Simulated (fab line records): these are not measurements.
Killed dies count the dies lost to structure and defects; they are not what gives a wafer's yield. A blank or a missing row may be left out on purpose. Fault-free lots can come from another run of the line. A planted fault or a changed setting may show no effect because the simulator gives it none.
fab line records    flow n5Finfet
[record] lots = 9  wafers = 24  lastDay = 19
route steps=1938 shown FIN_CUT@178 STI_FIN_REVEAL@190 DUMMY_GATE@219 BEOL_M4@1111
lots with no fault: from the same line, run without faults
startH: start of the lot's first displayed wafer, in hours after the record's first day    waitH: hours since the lot's step before    " same as the row above    L1.1+2: several wafers, shown together as one row    - no value, or no start was given    * or withheld: withheld    < > ~ a bound
route shown NAME@n: a module of which the file shows steps, and the number in the route of the first    usual: mean/standard deviation taken from wafers without a fault    same: alike in all rows    chamber/n: place in a boat    sites: the reading at each site    _std_site: standard deviation across them    _edge_site: outer sites' mean less inner sites'    radiusMm: how far each site lies from the wafer's centre    mask NAME#n: copy n    behind: tool/chamber where the wafer was last shaped    hold: reason for holding the lot/hours on hold/outcome of the hold    device: names the non-switching transistor (n, p or np)    end of line: the tests these same wafers got at the end of their route    a step without rows: its recipe alone    killed: not the wafer's yield, but the dies lost to structure and defects at the first sort    map: the dies of a wafer, with x for killed, . for not killed, _ for no die there
set.NAME: the setting the step ran with; set.NAME@STEP: the setting that earlier step ran with    model.NAME: the simulator's own value behind a step, which no gauge read
one table for each step of the route and one row for each wafer, over a sample of lots
services: the hour from which a tool's chamber was out of use, counted from the record's first day as startH (under 0 if before that day), plus the number of hours and why
[[steps]]
[step N5_FIN_CUT_STRIP_22]
[recipe] chemistry = N2/H2  powerW = 500  tempC = 40  pressureMtorr = 50  rfFrequencyHz = 6e+07  overashFraction = 0.3  biasPowerW = 8  h2Frac = 0.5  n2FlowSccm = 300  h2FlowSccm = 300
[usual] drypumpMotorCurrentA = 5.9/0.54  oesProductAu = 0.79/0.096  rfVppV = 54.5/2.3  showerheadPlenumPTorr = 3.36/0.097  tempC = 40.01/0.13  throttleValvePct = 18.81/0.27
lot.wafer  tool        chamber  startH  waitH  drypumpMotorCurrentA  oesProductAu  rfHoursCounterH  rfVppV  showerheadPlenumPTorr  tempC  throttleValvePct
L311.2     rieDiel-03  1        28.38   0.0    6.1                   0.75          128              53.7    3.50                   39.90  19.27
L311.3     "           3        "       "      6.7                   0.69          226              57.2    3.45                   40.07  18.69
L311.6     "           2        "       "      5.8                   0.78          -                56.7    3.40                   40.18  18.79
L312.1     rieDiel-02  2        34.82   0.0    6.5                   0.71          210              55.6    3.32                   40.05  19.05
L312.2     "           1        "       "      5.2                   0.76          171              54.0    3.22                   40.04  19.07
L312.5     "           3        "       "      6.2                   0.72          -                53.3    3.23                   40.04  19.28
L314.1     rieDiel-03  3        46.08   0.0    6.6                   0.68          231              52.9    3.45                   40.23  18.70
L314.5     "           2        "       "      5.8                   0.77          -                56.6    3.39                   40.00  18.78
L314.6     "           3        "       "      6.6                   0.69          -                58.4    3.45                   39.90  18.71
L323.3     rieDiel-02  0        99.73   0.2    5.6                   0.68          249              54.5    3.30                   39.96  18.85
L323.4     "           1        "       "      5.2                   0.72          190              55.8    3.21                   40.02  19.10
L323.6     "           1        "       "      5.2                   0.72          -                52.9    3.21                   40.13  19.06
L324.3     rieDiel-01  0        105.36  0.2    6.4                   0.87          79               53.7    3.40                   39.85  18.72
L324.4     "           0        "       "      6.5                   0.85          -                57.0    3.40                   39.94  18.74
L329.4     rieDiel-02  2        136.86  0.0    6.5                   0.68          245              58.3    3.30                   39.94  19.11
L329.5     "           0        "       "      5.6                   0.98          -                56.8    3.29                   40.09  18.50
L329.6     "           1        "       "      5.2                   0.71          -                55.0    3.20                   39.85  19.11
L332.2     rieDiel-01  1        153.42  0.0    5.8                   0.92          24               54.3    3.56                   40.17  18.56
L332.3     "           0        "       "      6.4                   0.83          93               55.7    3.39                   40.30  18.77
L332.4     "           3        "       "      5.4                   0.66          246              52.8    3.29                   39.87  18.49
L333.1     rieDiel-03  1        159.97  0.0    6.1                   0.77          163              54.3    3.48                   39.98  19.35
L333.3     "           2        "       "      5.8                   0.75          140              53.4    3.37                   40.02  18.90
L334.2     rieDiel-03  0        168.63  0.0    4.9                   0.79          132              56.7    3.36                   40.13  18.80
L334.3     "           3        "       "      6.7                   0.92          15               54.6    3.43                   40.12  18.37
[step N5_STI_FIN_REVEAL_ETCHBACK_08]
[recipe] chemistry = C4F6/O2  target = SiO2  targetDepthA = 305  timeS = 10.167  ionEnergyEv = 250  pressureMtorr = 30  sourceW = 345  biasW = 185  Ar_flow_sccm = 300  C4F6_flow_sccm = 10  O2_flow_sccm = 10
[usual] drypumpMotorCurrentA = 5.6/0.47  oesProductAu = 0.77/0.073  rfFwdPowerW = 340.9/1.6  rfVppV = 672/17  showerheadPlenumPTorr = 2.86/0.11  throttleValvePct = 21.18/0.27
lot.wafer  tool        chamber  startH  waitH  drypumpMotorCurrentA  oesProductAu  rfFwdPowerW  rfHoursCounterH  rfVppV  showerheadPlenumPTorr  throttleValvePct
L311.2     rieDiel-06  2        34.78   0.2    5.0                   0.72          339.3        186              680     2.81                   20.67
L311.3     "           0        "       "      5.8                   0.69          337.0        239              632     2.71                   21.59
L311.6     "           0        "       "      5.8                   0.69          339.1        -                634     2.71                   21.60
L312.1     rieDiel-06  3        41.68   0.6    6.0                   0.84          338.3        71               657     3.00                   21.19
L312.2     "           1        "       "      5.8                   0.81          340.1        92               689     2.77                   21.16
L312.5     "           0        "       "      5.8                   0.69          340.1        -                632     2.70                   21.60
L314.1     rieDiel-04  2        53.89   0.3    5.8                   0.87          341.1        45               680     2.90                   21.27
L314.5     "           1        "       "      5.9                   0.78          344.5        -                693     2.95                   20.81
L314.6     "           2        "       "      5.8                   0.86          340.7        -                680     2.90                   21.26
L323.3     rieDiel-06  0        106.51  0.1    5.8                   0.99          340.1        3                645     3.04                   21.19
L323.4     "           1        "       "      5.8                   0.79          341.0        117              692     2.76                   21.23
L323.6     "           3        "       "      6.0                   0.81          340.7        -                659     2.99                   21.22
L324.3     rieDiel-05  3        111.70  0.3    5.6                   0.70          341.9        198              671     2.91                   21.33
L324.4     "           1        "       "      5.2                   0.71          341.0        -                691     2.95                   21.61
L329.4     rieDiel-04  0        166.28  0.3    4.8                   0.84          341.5        -                696     2.88                   21.00
L329.5     "           3        "       "      5.8                   0.79          340.8        -                662     2.74                   21.34
L329.6     "           1        "       "      5.9                   0.74          341.7        -                692     2.94                   20.85
L332.2     rieDiel-06  3        167.90  0.2    6.0                   0.79          342.3        116              659     2.98                   21.24
L332.3     "           2        "       "      4.9                   0.68          340.6        234              677     2.79                   20.73
L332.4     "           0        "       "      5.8                   0.93          338.6        23               644     3.03                   21.24
L333.1     rieDiel-06  0        170.14  0.2    5.8                   0.92          339.8        23               645     3.03                   21.23
L333.3     "           2        "       "      4.9                   0.69          340.6        234              679     2.79                   20.74
L334.2     rieDiel-05  1        175.28  0.4    5.1                   0.69          344.2        247              691     2.94                   21.65
L334.3     "           0        "       "      6.4                   0.74          341.9        161              658     2.74                   21.14
[step N5_STI_FIN_REVEAL_RECESS_09]
[recipe] chemistry = HF/NH3  target = SiO2  afsCycles = 11  targetDepthA = 425  tempC = 30  sublimationTempC = 180  sublimationTimeS = 60
[usual] drypumpMotorCurrentA = 5.07/0.29  tempC = 29.99/0.1
lot.wafer  tool          chamber  startH  waitH  drypumpMotorCurrentA  tempC
L311.2     vaporEtch-02  0        35.03   0.0    4.84                  29.97
L311.3     "             1        "       "      5.50                  29.86
L311.6     "             0        "       "      4.84                  30.04
L312.1     vaporEtch-01  0        41.93   0.0    5.08                  30.05
L312.2     "             1        "       "      4.82                  30.13
L312.5     "             1        42.99   1.1    4.82                  30.00
L314.1     vaporEtch-01  0        54.14   0.0    5.10                  29.95
L314.5     "             1        55.20   1.1    4.81                  29.99
L314.6     "             0        "       "      5.08                  30.12
L323.3     vaporEtch-02  1        107.56  0.8    5.50                  30.09
L323.4     "             0        "       "      4.84                  30.06
L323.6     "             0        "       "      4.85                  29.87
L324.3     vaporEtch-02  0        112.48  0.6    4.85                  29.86
L324.4     "             1        "       "      5.51                  30.00
L329.4     vaporEtch-01  0        167.11  0.6    5.10                  29.90
L329.5     "             1        "       "      4.80                  29.96
L329.6     "             0        "       "      5.09                  29.91
L332.2     vaporEtch-02  1        168.49  0.3    5.54                  29.99
L332.3     "             0        "       "      4.84                  30.13
L332.4     "             1        "       "      5.55                  29.98
L333.1     vaporEtch-02  1        170.39  0.0    5.51                  29.97
L333.3     "             0        "       "      4.85                  29.98
L334.2     vaporEtch-02  1        175.53  0.0    5.49                  30.05
L334.3     "             1        "       "      5.50                  30.09
[step N5_STI_FIN_REVEAL_FIN_H_MEAS_10]
[usual] trenchDepthNm = 51.9/0.77
lot.wafer  tool    chamber  startH  waitH  trenchDepthNm
L311.2     ocd-01  -        37.89   0.0    51.9
L311.3     "       -        "       "      51.6
L311.6     "       -        "       "      50.9
L312.1     ocd-01  -        44.64   0.0    52.5
L312.2     "       -        "       "      50.8
L312.5     "       -        "       "      51.0
L314.1     ocd-02  -        56.94   0.0    53.1
L314.5     "       -        "       "      51.7
L314.6     "       -        "       "      52.3
L323.3     ocd-01  -        109.74  0.0    66.4
L323.4     "       -        "       "      51.0
L323.6     "       -        "       "      65.9
L324.3     ocd-01  -        114.65  0.0    65.7
L324.4     "       -        "       "      52.2
L329.4     ocd-01  -        169.55  0.0    52.3
L329.5     "       -        "       "      53.1
L329.6     "       -        "       "      51.8
L332.2     ocd-02  -        171.25  0.0    51.5
L332.3     "       -        "       "      50.8
L332.4     "       -        "       "      51.5
L333.1     ocd-01  -        173.12  0.0    53.2
L333.3     "       -        "       "      52.7
L334.2     ocd-02  -        178.24  0.0    52.4
L334.3     "       -        "       "      51.8
[step N5_DUMMY_GATE_THK_MEAS_05]
[usual] thkNm = 72.1/1.1
lot.wafer  tool          chamber  startH  waitH  thkNm
L311.2     filmMetro-01  -        42.24   0.3    71.8
L311.3     "             -        "       "      70.8
L311.6     "             -        "       "      71.1
L312.1     filmMetro-01  -        48.90   0.1    74.7
L312.2     "             -        "       "      74.7
L312.5     "             -        "       "      75.6
L314.1     filmMetro-01  -        61.44   0.2    70.5
L314.5     "             -        "       "      70.7
L314.6     "             -        "       "      70.4
L323.3     filmMetro-02  -        114.02  0.1    72.8
L323.4     "             -        "       "      71.8
L323.6     "             -        "       "      72.2
L324.3     filmMetro-01  -        118.91  0.1    72.5
L324.4     "             -        "       "      72.2
L329.4     filmMetro-01  -        178.03  0.1    71.2
L329.5     "             -        "       "      71.3
L329.6     "             -        "       "      71.9
L332.2     filmMetro-01  -        178.06  0.2    70.7
L332.3     "             -        "       "      73.0
L332.4     "             -        "       "      72.2
L333.1     filmMetro-02  -        181.67  0.2    71.2
L333.3     "             -        "       "      73.9
L334.2     filmMetro-01  -        185.36  0.2    72.2
L334.3     "             -        "       "      72.3
[step N5_BEOL_M4_RC_MEAS_101]
[usual] DIBL_N = 37.2/2.1  DIBL_P = 37.3/2.3  IOFF_N = 0.18/0.041  IOFF_P = 0.24/0.042  ION_N = 680/13  ION_P = 466/7.7  SS_N = 71.8/0.68  SS_P = 73.5/0.66  VT_N = 249/3.6  VT_P = -248/3.4
lot.wafer  tool       chamber  startH  waitH  DIBL_N[mV/V]  DIBL_P[mV/V]  IOFF_N[nA/um]  IOFF_P[nA/um]  ION_N[uA/um]  ION_P[uA/um]  SS_N[mV/dec]  SS_P[mV/dec]  VT_N[mV]  VT_P[mV]
L311.2     prober-02  0        176.10  0.2    36.9          36.3          0.16           0.22           673           467           71.0          72.9          248       -250
L311.3     "          0        "       "      36.9          36.9          0.16           0.22           670           467           71.6          73.0          247       -248
L311.6     "          0        "       "      37.2          37.8          0.18           0.23           678           466           71.7          73.3          249       -248
L312.1     prober-01  0        185.02  0.0    34.4          34.0          0.15           0.20           677           472           70.9          73.2          249       -249
L312.2     "          0        "       "      33.4          33.2          0.13           0.17           665           455           70.7          73.0          250       -254
L312.5     "          0        "       "      35.9          36.3          0.18           0.23           684           463           71.7          73.2          245       -247
L314.1     prober-01  0        193.23  0.0    39.2          39.5          0.23           0.27           705           473           71.8          74.0          243       -247
L314.5     "          0        "       "      38.1          37.7          0.19           0.23           689           468           72.9          73.8          248       -252
L314.6     "          0        "       "      39.9          41.7          0.27           0.32           712           482           72.1          74.1          242       -243
L324.3     prober-02  0        255.28  0.3    36.7          37.1          0.18           0.24           676           463           72.5          73.6          247       -246
L324.4     "          0        "       "      36.2          35.6          0.15           0.21           671           463           72.3          73.4          251       -248
L323.3     prober-01  0        262.26  0.5    42.6          43.0          0.30           0.35           715           480           72.6          74.8          241       -246
L323.4     "          0        "       "      39.3          38.8          0.20           0.26           678           464           72.6          73.9          249       -251
L323.6     "          0        "       "      40.7          41.2          0.24           0.31           700           470           72.9          74.8          244       -248
L329.4     prober-01  0        316.76  0.5    36.4          38.7          0.18           0.25           686           472           72.6          73.6          246       -246
L329.5     "          0        "       "      36.9          39.7          0.18           0.26           690           480           72.1          73.6          247       -245
L329.6     "          0        "       "      35.1          37.1          0.15           0.23           674           469           72.0          73.0          250       -249
L333.1     prober-01  0        332.36  0.0    33.0          34.6          0.12           0.19           675           472           70.5          72.3          250       -252
L333.3     "          0        "       "      34.9          36.7          0.14           0.23           666           466           71.6          72.7          252       -248
L332.2     prober-02  0        333.30  0.2    35.5          36.1          0.15           0.19           678           459           71.7          73.9          251       -252
L332.3     "          0        "       "      36.6          37.3          0.17           0.22           667           457           71.9          74.1          248       -249
L332.4     "          0        "       "      38.1          39.4          0.23           0.26           704           473           72.0          74.4          242       -248
L334.2     prober-02  0        336.04  0.2    37.5          36.9          0.18           0.25           675           466           72.0          73.6          251       -249
L334.3     "          0        "       "      38.1          37.8          0.20           0.27           677           463           72.2          74.2          248       -245
[[services]]
tool        chamber  startH  hours  kind
rieDiel-01  0        13.24   2.6    repair
rieDiel-02  -        28.76   0.9    repair
rieDiel-05  -        38.45   3.1    repair
rieDiel-04  1        47.31   3.7    repair
rieDiel-03  1        55.48   3.0    repair
rieDiel-06  0        65.14   -      clean
rieDiel-06  0        65.14   -      consumableReplace:focusRing
rieDiel-06  0        65.14   -      consumableReplace:showerhead
rieDiel-06  0        65.14   31.0   scheduledDown
rieDiel-06  0        65.14   31.0   ventCycle
rieDiel-04  1        72.66   7.5    repair
rieDiel-01  1        74.60   31.8   repair
rieDiel-05  2        89.97   4.8    repair
rieDiel-02  0        105.21  -      clean
rieDiel-02  0        105.21  -      consumableReplace:focusRing
rieDiel-02  0        105.21  21.7   scheduledDown
rieDiel-02  0        105.21  21.7   ventCycle
rieDiel-04  1        106.99  5.1    repair
rieDiel-03  3        108.72  -      clean
rieDiel-03  3        108.72  -      consumableReplace:focusRing
rieDiel-05  0        147.50  7.9    repair
rieDiel-02  2        152.47  -      clean
rieDiel-04  2        158.73  9.8    repair
rieDiel-03  2        170.50  10.6   repair
[[key]]
[firstSign] step = N5_STI_FIN_REVEAL_FIN_H_MEAS_10  reading = trenchDepthNm  direction = up  sigmas = 18  usual = 51.9  struck = 66.0
effect none on later readings
metAt N5_STI_FIN_REVEAL_RECESS_09
struckLots L323,L324
struckWafers L323.3,L323.6,L324.3
notActingAt N5_FIN_CUT_STRIP_22,N5_STI_FIN_REVEAL_ETCHBACK_08,N5_DUMMY_GATE_THK_MEAS_05
onsetBetween 35.03 107.56
[fault] kind = processParameterDrift  tool = vaporEtch-02  chamber = -  onsetH = 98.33  steps = N5_STI_FIN_REVEAL_RECESS_09  channel = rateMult  offset = 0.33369  shape = step  endH = 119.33  scope = struckWafersOnly
